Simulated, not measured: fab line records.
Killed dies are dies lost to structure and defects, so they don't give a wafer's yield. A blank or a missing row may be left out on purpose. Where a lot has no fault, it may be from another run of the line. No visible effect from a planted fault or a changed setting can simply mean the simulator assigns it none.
fab line records	flow nand-harc
record: lots: 5	wafers: 14	last-day: 32
route steps=1302 shown THIN_TSV@1262 END@1301
lots untouched by any fault: they come from a run of this same line in which no faults occurred
start-h: hours from the record's opening day to when the first of the lot's shown wafers began	wait-h: hours elapsed since this lot's preceding step	" repeats the value in the row above	L1.1+2: one row covering several wafers at once	- no value present, or no start provided	* or withheld: withheld	< > ~ a bound
route shown NAME@n: names a module that has steps shown in the file, with the first one's number in the route	usual: the fault-free wafers' mean and standard deviation	same: alike in all rows	chamber/n: place in a boat	sites: the reading at each site	_std_site: standard deviation of those values	_edge_site: inner sites' mean taken away from outer sites' mean	radius-mm: for every site, how far away it sits from the centre of the wafer	mask NAME#n: copy n	behind: tool/chamber where the wafer was last shaped	hold: the reason the lot was held/the length of the hold in hours/how it ended	device: the transistor (n, p or np) that didn't switch	end of line: tests of these same wafers at the route's end	a step without rows: its recipe alone	killed: not the wafer's yield, but the dies lost to structure and defects at the first sort	map: shows each die of a wafer: x if killed, . if not, _ if none is there
set.NAME: the run value of the setting; set.NAME@STEP: its run value at that earlier step	model.NAME: the simulator's own value behind a step, which no gauge read
lots at selected steps of the route; one table per step, one row per wafer
services: from which hour (start-h, from the record's first day; less than 0 if before it) a tool's chamber was out of use, for how many hours, and why
== steps ==
step: NHARC_THIN_TSV_ETCH_44
recipe: target-depth-a: 15942	time-s: 797.1	cf4-flow-sccm: 150	o2-flow-sccm: 10	ar-flow-sccm: 0	rf-w: 300	bias-w: 800	chemistry: CF4/O2
step: NHARC_THIN_TSV_ETCH_15
recipe: target-depth-a: 30000	bosch-target-overetch-cycles: 2	bosch-etch-step-s: 2.8	bosch-dep-step-s: 1.2	bosch-cycles: 14
usual: drypump-motor-current-A: 5.59/0.3
same: bosch-etch-step-s: 2.8
lot.wafer	tool	chamber	start-h	wait-h	drypump-motor-current-A	rf-hours-counter-h
L557.2	rie-si-05	1	560.86	-	5.68	0.41
L557.4	"	3	"	"	5.30	0.38
L557.3	"	0	"	"	6.23	0.41
L563.1	rie-si-04	3	619.43	-	5.39	0.63
L563.2	"	0	"	"	5.52	0.69
L563.6	"	2	"	"	5.61	-
L569.3	rie-si-04	2	695.44	-	5.63	1.03
L569.1	"	3	"	"	5.39	1.14
L572.1	rie-si-02	1	696.60	-	5.50	0.39
L572.4	"	2	"	"	5.69	0.32
L572.6	"	1	"	"	5.48	-
L576.1	rie-si-04	3	739.00	-	5.38	0.18
L576.3	"	1	"	"	5.43	0.15
L576.6	"	3	"	"	5.37	-
step: NHARC_THIN_TSV_CD_MEAS_16
usual: cd-nm: 999.7/2.5
lot.wafer	tool	chamber	start-h	wait-h	cd-nm
L557.2	cd-sem-03	-	561.02	0.1	994.6
L557.3	"	-	"	"	999.7
L557.4	"	-	"	"	997.0
L563.1	cd-sem-02	-	619.55	0.1	1000.9
L563.2	"	-	"	"	998.2
L563.6	"	-	"	"	1000.7
L569.1	cd-sem-01	-	695.57	0.1	997.4
L569.3	"	-	"	"	1001.4
L572.1	cd-sem-02	-	696.73	0.1	1003.9
L572.4	"	-	"	"	1001.4
L572.6	"	-	"	"	998.8
L576.1	cd-sem-01	-	739.13	0.1	997.2
L576.3	"	-	"	"	999.4
L576.6	"	-	"	"	1001.3
step: NHARC_THIN_TSV_STRIP_45
recipe: power-w: 1500	temp-c: 250	chemistry: O2
step: NHARC_THIN_TSV_STRIP_46
recipe: time-s: 1200	temp-c: 72.5	chemistry: post-etch-residue-remover
step: NHARC_THIN_TSV_DEP_47
recipe: target-thk-a: 2000	temp-c: withheld	pressure-torr: 6.5	rf-w: 900	teos-flow-sccm: 161.4	flow-sccm: 2650	target-thk-nm: 200	gas: O2	material: SiO2
step: NHARC_THIN_TSV_ETCHBACK_48
recipe: target-depth-a: 10285	over-etch-frac: 0.3	time-s: 405.17	ion-energy-ev: 250	c4f8-flow-sccm: withheld	ar-flow-sccm: withheld	rf-w: 600	bias-w: 300	chemistry: C4F8/Ar
step: NHARC_THIN_TSV_STRIP_62
recipe: power-w: 1500	temp-c: 250	time-s: 20	chemistry: N2/H2
step: NHARC_THIN_TSV_DEGAS_49
recipe: temp-c: 300	time-s: 120
usual: heater-power-w: 456/32
lot.wafer	tool	chamber	start-h	wait-h	heater-power-w
L557.3	pvd-sputter-01	-	562.83	0.1	437
L557.4	"	-	"	"	505
L557.2	"	-	"	"	444
L563.1	pvd-sputter-02	-	621.36	0.1	438
L563.2	"	-	"	"	456
L563.6	"	-	"	"	443
L569.3	pvd-sputter-02	-	697.84	0.1	423
L569.1	"	-	"	"	471
L572.4	pvd-sputter-02	-	698.70	0.1	444
L572.1	"	-	"	"	446
L572.6	"	-	"	"	452
L576.1	pvd-sputter-02	-	740.94	0.1	421
L576.3	"	-	"	"	469
L576.6	"	-	"	"	464
step: NHARC_THIN_TSV_PRE_CLEAN_50
recipe: time-s: 30	temp-c: 280	gas: H2/He
step: NHARC_THIN_TSV_PVD_19
recipe: target-thk-a: 200	chamber-pressure-pa: 5	material: TaN
step: NHARC_THIN_TSV_PVD_51
recipe: target-thk-a: 1000	chamber-pressure-pa: 5	material: Cu
step: NHARC_THIN_TSV_ECD_20
recipe: target-thk-a: 20000	material: Cu
lot.wafer	tool	chamber	start-h	wait-h
L557.2+3+4	ecd-cu-02	1,0,1	563.40	-
L563.2+1+6	ecd-cu-02	1,0,0	621.81	-
L569.1+3	ecd-cu-02	0,1	698.29	-
L572.1+4+6	ecd-cu-01	1	699.15	-
L576.1+3+6	ecd-cu-01	0	741.40	-
step: NHARC_THIN_TSV_ANNEAL_52
recipe: temp-c: 225	time-s: 90
step: NHARC_THIN_TSV_CMP_21
recipe: t-overpolish-s: 30	target-thk-nm: 2000
step: NHARC_THIN_TSV_SRD_23
step: NHARC_THIN_TSV_DEGAS_53
recipe: temp-c: 300	time-s: 60
usual: heater-power-w: 454/31
lot.wafer	tool	chamber	start-h	wait-h	heater-power-w
L557.3	pvd-sputter-01	-	564.84	0.1	508
L557.4	"	-	"	"	447
L557.2	"	-	"	"	428
L563.2	pvd-sputter-01	-	623.35	0.1	454
L563.1	"	-	"	"	436
L563.6	"	-	"	"	448
L569.1	pvd-sputter-02	-	699.82	0.1	454
L569.3	"	-	"	"	422
L572.1	pvd-sputter-02	-	700.68	0.1	447
L572.4	"	-	"	"	454
L572.6	"	-	"	"	422
L576.1	pvd-sputter-02	-	742.96	0.1	405
L576.3	"	-	"	"	457
L576.6	"	-	"	"	451
step: NHARC_THIN_TSV_PRE_CLEAN_54
recipe: time-s: 30	temp-c: 280	gas: H2/He
step: NHARC_THIN_TSV_PVD_55
recipe: target-thk-a: 500	material: TiN
step: NHARC_THIN_TSV_PVD_24
recipe: target-thk-a: 8000	power-w: withheld	chamber-pressure-pa: withheld	substrate-temp-c: withheld	time-s: withheld	gas: Ar	material: Al
step: NHARC_THIN_TSV_DEHYDRATE_25
recipe: temp-c: 150	time-s: 120
step: NHARC_THIN_TSV_HMDS_26
recipe: time-s: 30
step: NHARC_THIN_TSV_COAT_27
recipe: spin-rpm: *
step: NHARC_THIN_TSV_SOFTBAKE_28
recipe: temp-c: 122	time-s: 95
step: NHARC_THIN_TSV_EBR_29
step: NHARC_THIN_TSV_EXPOSE_30
recipe: na: 0.55	dose-mj: 11.47	mask-id: PAD
step: NHARC_THIN_TSV_PEB_31
recipe: peb-temp-c: 118	peb-time-s: 85
step: NHARC_THIN_TSV_DEVELOP_32
recipe: time-s: 70
step: NHARC_THIN_TSV_CD_MEAS_33
recipe: target-cd-nm: 5000	landing-energy-ev: 500
usual: cd-nm: 4998.7/2
lot.wafer	tool	chamber	start-h	wait-h	cd-nm
L557.2	cd-sem-02	0	566.01	-	5003.0
L557.3	"	0	"	"	5001.1
L557.4	"	0	"	"	4999.5
L563.1	cd-sem-03	0	624.36	-	4996.1
L563.2	"	0	"	"	4999.7
L563.6	"	0	"	"	4998.9
L569.1	cd-sem-01	0	700.96	-	5000.4
L569.3	"	0	"	"	4999.4
L572.1	cd-sem-03	0	701.70	-	4996.2
L572.4	"	0	"	"	4998.7
L572.6	"	0	"	"	4996.3
L576.1	cd-sem-01	0	744.10	-	5000.6
L576.3	"	0	"	"	4999.2
L576.6	"	0	"	"	4996.5
step: NHARC_THIN_TSV_HARDBAKE_34
recipe: temp-c: 125	time-s: 80
step: NHARC_THIN_TSV_DESCUM_35
recipe: time-s: 3	o2-flow-sccm: 200	ar-flow-sccm: 0	bias-power-w: 0	chemistry: O2
step: NHARC_THIN_TSV_ETCH_59
recipe: target-depth-a: 8800	icp-w: 900	bias-w: 100	Cl2_flow_sccm: 60	bcl3-flow-sccm: 30	time-s: 138.1	chemistry: Cl2/BCl3
usual: bcl3-flow-sccm: 30.00/0.085	drypump-motor-current-A: 6.1/0.48	oes-product-au: 1.000/0.013	rf-fwd-power-W: 896.4/2.8	throttle-valve-pct: 22.265/0.01
lot.wafer	tool	chamber	start-h	wait-h	bcl3-flow-sccm	drypump-motor-current-A	oes-product-au	rf-fwd-power-W	rf-hours-counter-h	throttle-valve-pct
L557.2	rie-metal-02	0	566.33	0.1	29.90	6.0	1.008	893.3	1.8	22.279
L557.3	"	0	"	"	29.94	6.0	1.005	897.4	-	22.263
L557.4	"	1	"	"	30.19	6.2	0.992	896.8	-	22.281
L563.1	rie-metal-01	1	624.65	0.1	29.94	6.5	0.988	890.3	1.0	22.268
L563.2	"	0	"	"	29.89	6.7	0.971	899.4	1.0	22.264
L563.6	"	1	"	"	29.99	6.5	0.991	894.1	-	22.258
L569.1	rie-metal-01	1	701.25	0.1	29.99	6.5	1.004	897.8	2.4	22.257
L569.3	"	1	"	"	30.05	6.5	1.003	896.1	-	22.271
L572.1	rie-metal-02	0	701.99	0.1	29.87	5.9	1.019	898.3	1.1	22.247
L572.4	"	0	"	"	29.92	6.0	1.019	897.6	-	22.254
L572.6	"	0	"	"	29.89	5.9	1.021	896.4	-	22.271
L576.1	rie-metal-02	1	744.45	0.1	29.93	6.2	0.994	902.0	2.0	22.281
L576.3	"	1	"	"	30.12	6.2	0.990	901.4	-	22.266
L576.6	"	0	"	"	30.05	6.0	1.010	896.3	-	22.271
step: NHARC_THIN_TSV_ETCH_36
recipe: target-depth-a: 650	over-etch-frac: 0.3	time-s: 18.571	ion-energy-ev: 150	chemistry: Cl2/BCl3
usual: drypump-motor-current-A: 6.1/0.48	oes-product-au: 0.999/0.013
lot.wafer	tool	chamber	start-h	wait-h	drypump-motor-current-A	oes-product-au	rf-hours-counter-h
L557.2	rie-metal-02	0	566.60	0.2	6.0	1.014	2.0
L557.4	"	1	"	"	6.2	0.995	-
L557.3	"	0	"	"	5.9	1.002	-
L563.2	rie-metal-01	1	624.91	0.2	6.4	1.003	1.1
L563.1	"	0	"	"	6.7	0.994	1.1
L563.6	"	1	"	"	6.4	0.997	-
L569.1	rie-metal-01	1	701.51	0.2	6.5	1.004	2.6
L569.3	"	0	"	"	6.7	0.981	-
L572.1	rie-metal-02	0	702.25	0.2	6.0	1.008	1.2
L572.4	"	1	"	"	6.2	0.990	-
L572.6	"	1	"	"	6.2	0.990	-
L576.1	rie-metal-02	1	744.67	0.2	6.2	0.985	2.1
L576.3	"	0	"	"	6.0	1.007	-
L576.6	"	0	"	"	5.9	1.015	-
step: NHARC_THIN_TSV_STRIP_56
recipe: power-w: 1500	temp-c: 250	chemistry: O2
step: NHARC_THIN_TSV_STRIP_57
recipe: time-s: 1200	temp-c: 72.5	chemistry: post-etch-residue-remover
step: NHARC_THIN_TSV_CD_MEAS_37
usual: cd-nm: 4999/3.1
lot.wafer	tool	chamber	start-h	wait-h	cd-nm
L557.2	cd-sem-03	-	567.49	-	4999
L557.3	"	-	"	"	5002
L557.4	"	-	"	"	4997
L563.1	cd-sem-03	-	625.80	-	4997
L563.2	"	-	"	"	4999
L563.6	"	-	"	"	5000
L569.1	cd-sem-01	-	702.40	-	4998
L569.3	"	-	"	"	5002
L572.1	cd-sem-03	-	703.16	-	5001
L572.4	"	-	"	"	5001
L572.6	"	-	"	"	4995
L576.1	cd-sem-03	-	745.56	-	4998
L576.3	"	-	"	"	4997
L576.6	"	-	"	"	4998
step: NHARC_THIN_TSV_ANNEAL_58
recipe: temp-c: 400	time-s: 1800
step: NHARC_THIN_TSV_INSPECT_40
usual: raw-defect-count: 570/110
lot.wafer	tool	chamber	start-h	wait-h	raw-defect-count
L557.2	defect-inspect-01	-	574.28	0.4	402
L557.3	"	-	"	"	475
L557.4	"	-	"	"	523
L563.1	defect-inspect-02	-	628.24	0.4	548
L563.2	"	-	"	"	505
L563.6	"	-	"	"	520
L569.1	defect-inspect-02	-	706.93	0.4	647
L569.3	"	-	"	"	699
L572.1	defect-inspect-02	-	706.93	0.4	515
L572.4	"	-	"	"	628
L572.6	"	-	"	"	497
L576.1	defect-inspect-01	-	752.59	2.8	559
L576.3	"	-	"	"	421
L576.6	"	-	"	"	402
step: NHARC_END_WLT_00
usual: VT_DECK1_BOTTOM: 0.866/0.0077	VT_DECK1_BOTTOM_INNER: 0.865/0.0068	VT_DECK1_MEDIAN_NEAR_BOTTOM: 0.866/0.0076	VT_DECK1_MEDIAN_NEAR_BOTTOM_INNER: 0.867/0.0077	VT_DECK1_MIDDLE: 0.879/0.0065	VT_DECK1_MIDDLE_INNER: 0.879/0.0072	VT_DECK1_TOP: 0.891/0.0067	VT_DECK1_TOP_INNER: 0.891/0.007	VT_DECK2_BOTTOM: 0.869/0.0088	VT_DECK2_BOTTOM_INNER: 0.869/0.0082	VT_DECK2_MEDIAN_NEAR_BOTTOM: 0.870/0.0078	VT_DECK2_MEDIAN_NEAR_BOTTOM_INNER: 0.870/0.008	VT_DECK2_MIDDLE: 0.883/0.0075	VT_DECK2_MIDDLE_INNER: 0.883/0.0082	VT_DECK2_TOP: 0.896/0.0074	VT_DECK2_TOP_INNER: 0.896/0.0078
lot.wafer	tool	chamber	start-h	wait-h	VT_DECK1_BOTTOM	VT_DECK1_BOTTOM_INNER	VT_DECK1_MEDIAN_NEAR_BOTTOM	VT_DECK1_MEDIAN_NEAR_BOTTOM_INNER	VT_DECK1_MIDDLE	VT_DECK1_MIDDLE_INNER	VT_DECK1_TOP	VT_DECK1_TOP_INNER	VT_DECK2_BOTTOM	VT_DECK2_BOTTOM_INNER	VT_DECK2_MEDIAN_NEAR_BOTTOM	VT_DECK2_MEDIAN_NEAR_BOTTOM_INNER	VT_DECK2_MIDDLE	VT_DECK2_MIDDLE_INNER	VT_DECK2_TOP	VT_DECK2_TOP_INNER
L557.2	prober-02	-	574.83	0.6	0.847	0.858	0.855	0.850	0.861	0.872	0.882	0.889	0.854	0.858	0.858	0.860	0.879	0.874	0.889	0.887
L557.3	"	-	"	"	0.853	0.853	0.855	0.855	0.870	0.867	0.886	0.883	0.856	0.855	0.861	0.868	0.878	0.877	0.893	0.897
L557.4	"	-	"	"	0.877	0.869	0.875	0.868	0.875	0.885	0.891	0.881	0.868	0.857	0.867	0.869	0.877	0.873	0.895	0.885
L563.1	prober-02	-	636.07	7.8	0.863	0.870	0.867	0.873	0.883	0.884	0.891	0.902	0.882	0.879	0.879	0.883	0.899	0.897	0.907	0.914
L563.2	"	-	"	"	0.862	0.882	0.880	0.886	0.878	0.895	0.900	0.899	0.895	0.885	0.872	0.881	0.907	0.901	0.911	0.902
L563.6	"	-	638.57	10.3	0.865	0.863	0.870	0.870	0.886	0.881	0.903	0.912	0.883	0.884	0.883	0.884	0.897	0.902	0.901	0.915
L572.1	prober-01	-	710.30	3.4	0.868	0.876	0.874	0.870	0.879	0.881	0.887	0.894	0.871	0.864	0.871	0.854	0.884	0.872	0.890	0.887
L572.4	"	-	711.79	4.9	0.856	0.865	0.862	0.874	0.883	0.885	0.897	0.901	0.864	0.858	0.871	0.864	0.884	0.879	0.887	0.886
L572.6	"	-	"	"	0.879	0.885	0.880	0.881	0.880	0.879	0.891	0.895	0.865	0.861	0.862	0.866	0.872	0.878	0.884	0.889
L569.3	prober-02	-	713.94	7.0	0.871	0.865	0.867	0.868	0.880	0.886	0.894	0.909	0.868	0.872	0.870	0.864	0.891	0.886	0.896	0.893
L576.1	prober-01	-	752.63	0.0	0.868	0.871	0.861	0.865	0.878	0.884	0.897	0.893	0.854	0.866	0.864	0.854	0.877	0.871	0.890	0.899
L576.3	"	-	753.65	1.1	0.876	0.870	0.874	0.871	0.883	0.887	0.896	0.893	0.873	0.863	0.870	0.872	0.876	0.871	0.895	0.894
L576.6	"	-	755.16	2.6	0.866	0.869	0.869	0.873	0.877	0.877	0.895	0.889	0.866	0.857	0.863	0.863	0.880	0.860	0.885	0.901
step: NHARC_END_SORT_01
recipe: temp-c: 25
usual: defect-limited-yield: 91/3.1	killed-at-array: 54/21	killed-at-other: 0.9/1.1	killed-at-periphery: 3.5/2.5	killed-dies: 58/21	killed-open: 3.3/1.9	killed-short: 2.6/1.8	sort_bin_2_pct: 3.0/1.4	sort_bin_3_pct: 0.6/0.41	sort_bin_4_pct: 4.9/1.7	sort-n-pass: 619/21	sort-rim-yield-pct: 92/4	sort-yield-pct: 91/3.1
same: gross-dies: 677	sort_bin_5_pct[%]: 0	sort_bin_6_pct[%]: 0	sort_bin_7_pct[%]: 0	sort_bin_8_pct[%]: 0	sort-rim-n-gross: 106.00
lot.wafer	tool	chamber	start-h	wait-h	defect-limited-yield[%]	killed-at-array	killed-at-other	killed-at-periphery	killed-dies	killed-open	killed-short	sort_bin_2_pct[%]	sort_bin_3_pct[%]	sort_bin_4_pct[%]	sort-n-pass	sort-rim-yield-pct[%]	sort-yield-pct[%]
L563.1	prober-02	0	639.07	2.5	85	100	0	2	102	3	2	7.1	0.6	7.4	575	87	85
L563.2	prober-02	0	639.88	2.8	85	92	1	7	100	2	2	5.3	1.0	8.4	577	94	85
L563.6	prober-02	0	643.11	4.0	85	95	0	8	103	2	1	5.9	1.0	8.3	574	93	85
L572.1	prober-01	0	713.27	2.5	94	32	2	6	40	4	1	1.6	0.9	3.4	637	89	94
L572.4	prober-01	0	715.65	3.4	91	54	1	7	62	4	1	3.5	0.6	5.0	615	92	91
L572.6	prober-01	0	717.24	4.0	92	41	4	11	56	0	2	3.1	0.6	4.6	621	90	92
L569.1	prober-02	0	715.95	2.5	0	70	594	13	677	9	6	91.6	0.7	7.7	0	0	0
L569.3	prober-02	0	717.57	3.1	90	59	0	7	66	1	3	3.7	0.7	5.3	611	89	90
L576.1	prober-01	0	755.67	2.5	94	37	2	2	41	1	2	1.6	0.3	4.1	636	92	94
L576.3	prober-01	0	757.27	3.1	95	29	1	2	32	0	3	1.3	0.1	3.2	645	95	95
L576.6	prober-01	0	759.66	4.0	96	21	0	4	25	1	1	1.2	0.3	2.2	652	95	96
killed by level:class
L563.1 A_CHANNEL_HOLE_D1:chamber-film-flake=36 A_CHANNEL_HOLE_D2:chamber-film-flake=34 A_SLIT:chamber-film-flake=19 A_CONTACT:chamber-film-flake=4 P_M2:chamber-film-flake=2 A_STAIRCASE:chamber-film-flake=2 A_ONON_D2:geometric-particle:open=1 A_CHANNEL_FILL_D2:geometric-particle:short=1
L563.2 A_CHANNEL_HOLE_D1:chamber-film-flake=31 A_CHANNEL_HOLE_D2:chamber-film-flake=31 A_SLIT:chamber-film-flake=20 P_M2:chamber-film-flake=5 A_STAIRCASE:chamber-film-flake=3 A_CONTACT:chamber-film-flake=3 P_GATE:geometric-particle:open=1 P_CONTACT:geometric-particle:open=1
L563.6 A_CHANNEL_HOLE_D2:chamber-film-flake=37 A_CHANNEL_HOLE_D1:chamber-film-flake=27 A_SLIT:chamber-film-flake=17 P_M2:chamber-film-flake=5 A_DECK1_JOINT:chamber-film-flake=3 A_STAIRCASE:chamber-film-flake=2 A_CONTACT:chamber-film-flake=2 A_DECK1_JOINT:geometric-particle:short=1
L572.1 A_SLIT:chamber-film-flake=14 A_CHANNEL_HOLE_D2:chamber-film-flake=8 P_GATE:chamber-film-flake=3 A_CONTACT:chamber-film-flake=3 A_BLC:geometric-particle:open=2 P_BONDPAD:chamber-film-flake=2 A_WL_FILL:chamber-film-flake=2 THIN_TSV:chamber-film-flake=2
L572.4 A_SLIT:chamber-film-flake=24 A_CHANNEL_HOLE_D2:chamber-film-flake=9 A_CHANNEL_HOLE_D1:chamber-film-flake=8 A_STAIRCASE:chamber-film-flake=3 P_CONTACT:geometric-particle:open=2 P_BONDPAD:chamber-film-flake=2 A_ZERO_WELL:chamber-film-flake=2 A_CHANNEL_FILL_D2:chamber-film-flake=2
L569.1 THIN_TSV:area-ecd=594 A_CHANNEL_HOLE_D1:chamber-film-flake=34 A_CHANNEL_HOLE_D2:chamber-film-flake=12 P_GATE:chamber-film-flake=4 A_WL_FILL:chamber-film-flake=4 A_M0:geometric-particle:open=3 P_M1:chamber-film-flake=3 A_ZERO_WELL:chamber-film-flake=3
L572.6 A_SLIT:chamber-film-flake=19 A_CHANNEL_HOLE_D1:chamber-film-flake=10 A_CHANNEL_HOLE_D2:chamber-film-flake=6 THIN_TSV:chamber-film-flake=4 P_ZERO_WELL:chamber-film-flake=3 P_GATE:chamber-film-flake=3 P_BONDPAD:chamber-film-flake=3 P_CONTACT:chamber-film-flake=2
L569.3 A_CHANNEL_HOLE_D1:chamber-film-flake=27 A_CHANNEL_HOLE_D2:chamber-film-flake=21 P_GATE:chamber-film-flake=3 A_SLIT:chamber-film-flake=3 P_ZERO_WELL:chamber-film-flake=2 A_STAIRCASE:chamber-film-flake=2 P_M0:geometric-particle:short=1 A_CHANNEL_FILL_D1:geometric-particle:short=1
L576.1 A_CHANNEL_HOLE_D1:chamber-film-flake=16 A_SLIT:chamber-film-flake=9 A_CONTACT:chamber-film-flake=8 THIN_TSV:chamber-film-flake=2 A_ONON_D2:geometric-particle:short=1 A_CHANNEL_HOLE_D2:geometric-particle:short=1 A_SGD_CUT:geometric-particle:open=1 P_GATE:chamber-film-flake=1
L576.3 A_CHANNEL_HOLE_D1:chamber-film-flake=11 A_SLIT:chamber-film-flake=6 A_CONTACT:chamber-film-flake=6 A_STAIRCASE:chamber-film-flake=2 A_SOURCE_PLATE:geometric-particle:short=1 A_CHANNEL_HOLE_D1:geometric-particle:short=1 A_WL_FILL:geometric-particle:short=1 P_STI:chamber-film-flake=1
L576.6 A_CHANNEL_HOLE_D1:chamber-film-flake=9 A_SLIT:chamber-film-flake=4 A_CONTACT:chamber-film-flake=4 P_GATE:chamber-film-flake=2 A_CHANNEL_HOLE_D2:chamber-film-flake=2 P_M1:geometric-particle:open=1 A_SOURCE_PLATE:geometric-particle:short=1 P_STI:chamber-film-flake=1
map L569.1 (x killed, . not)
____________x____________
_________xxxxxxx_________
_______xxxxxxxxxxx_______
______xxxxxxxxxxxxx______
_____xxxxxxxxxxxxxxx_____
____xxxxxxxxxxxxxxxxx____
____xxxxxxxxxxxxxxxxx____
___xxxxxxxxxxxxxxxxxxx___
___xxxxxxxxxxxxxxxxxxx___
__xxxxxxxxxxxxxxxxxxxxx__
__xxxxxxxxxxxxxxxxxxxxx__
_xxxxxxxxxxxxxxxxxxxxxxx_
_xxxxxxxxxxxxxxxxxxxxxxx_
_xxxxxxxxxxxxxxxxxxxxxxx_
_xxxxxxxxxxxxxxxxxxxxxxx_
_xxxxxxxxxxxxxxxxxxxxxxx_
xxxxxxxxxxxxxxxxxxxxxxxxx
xxxxxxxxxxxxxxxxxxxxxxxxx
xxxxxxxxxxxxxxxxxxxxxxxxx
xxxxxxxxxxxxxxxxxxxxxxxxx
xxxxxxxxxxxxxxxxxxxxxxxxx
_xxxxxxxxxxxxxxxxxxxxxxx_
_xxxxxxxxxxxxxxxxxxxxxxx_
_xxxxxxxxxxxxxxxxxxxxxxx_
_xxxxxxxxxxxxxxxxxxxxxxx_
_xxxxxxxxxxxxxxxxxxxxxxx_
__xxxxxxxxxxxxxxxxxxxxx__
__xxxxxxxxxxxxxxxxxxxxx__
___xxxxxxxxxxxxxxxxxxx___
___xxxxxxxxxxxxxxxxxxx___
____xxxxxxxxxxxxxxxxx____
____xxxxxxxxxxxxxxxxx____
_____xxxxxxxxxxxxxxx_____
______xxxxxxxxxxxxx______
_______xxxxxxxxxxx_______
_________xxxxxxx_________
____________x____________
map L563.6 (x killed, . not)
____________x____________
_________.x.xx.._________
_______...x.xxx..._______
______.....xxx.....______
_____.....xx.x...xx._____
____......x.xx...xx..____
____..........x.x.x..____
___x..x..x.....xx...x.___
___.........x..xxxx...___
__......x......xxxxxx..__
__...........x..xxxxx..__
_................xx.x..._
_...x...x........xx....._
_.x..x.x................_
_xx.x..x....x........x.._
_....xxx.x.............._
...xxx.x.x..........x....
...xxx.xxxx..x...........
.....xxxx........x.......
....xxxxx.x..............
....xxx...x..............
_...xxx..x.............._
_........x.............._
_......................._
_......................._
_......................._
__.....................__
__.....................__
___...................___
___...............x...___
____.................____
____.................____
_____..............._____
______.............______
_______..........._______
_________......._________
____________.____________
== services ==
tool	chamber	start-h	hours	kind
rie-metal-01	-	544.05	0.4	repair
pvd-sputter-02	-	553.71	21.4	repair
rie-si-05	-	573.58	0.8	repair
rie-metal-01	-	575.00	9.0	pm
rie-si-05	-	580.35	0.2	repair
rie-si-04	0	582.05	8.5	repair
rie-metal-01	-	585.32	0.6	repair
ecd-cu-02	-	594.84	0.6	repair
ecd-cu-02	-	596.27	8.0	pm
pvd-sputter-01	-	598.32	10.0	pm
rie-si-02	3	605.48	3.4	repair
pvd-sputter-01	-	630.80	2.8	repair
rie-metal-02	-	631.00	9.0	pm
pvd-sputter-02	-	638.00	10.0	pm
rie-si-04	2	643.43	8.5	repair
pvd-sputter-01	-	655.97	2.6	repair
ecd-cu-01	-	688.00	8.0	pm
rie-metal-01	-	688.89	0.8	repair
rie-metal-01	-	692.53	0.6	repair
rie-si-04	-	696.00	9.0	pm
pvd-sputter-01	-	699.70	1.2	repair
ecd-cu-01	-	709.37	1.7	repair
ecd-cu-02	-	728.26	2.1	repair
ecd-cu-01	-	733.80	0.7	repair
== key ==
first-sign: step: NHARC_END_SORT_01	reading: killed-at-other	direction: up	sigmas: 99+	usual: 0.9	struck: 594
effect: step: NHARC_END_SORT_01	reading: sort_bin_2_pct	direction: up	sigmas: 64	usual: 3.0	struck: 91.6
more-kills-born-at: NHARC_THIN_TSV_ECD_20@ecd-cu-02: 594
met-at NHARC_THIN_TSV_ECD_20
struck-wafers L569.1
later-rows-left-out L569.1
onset-between 621.81 698.29
fault: kind: process-parameter-drift	tool: ecd-cu-02	chamber: -	onset-h: 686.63	steps: NHARC_THIN_TSV_ECD_20	channel: target-thk-a	offset: *	shape: step	end-h: 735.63	scope: struck-wafers-only	acts-in: *	stated: *
later-rows-left-out: the simulator's readings of these wafers behind a module that went badly wrong aren't trusted and aren't shown, but for the sort
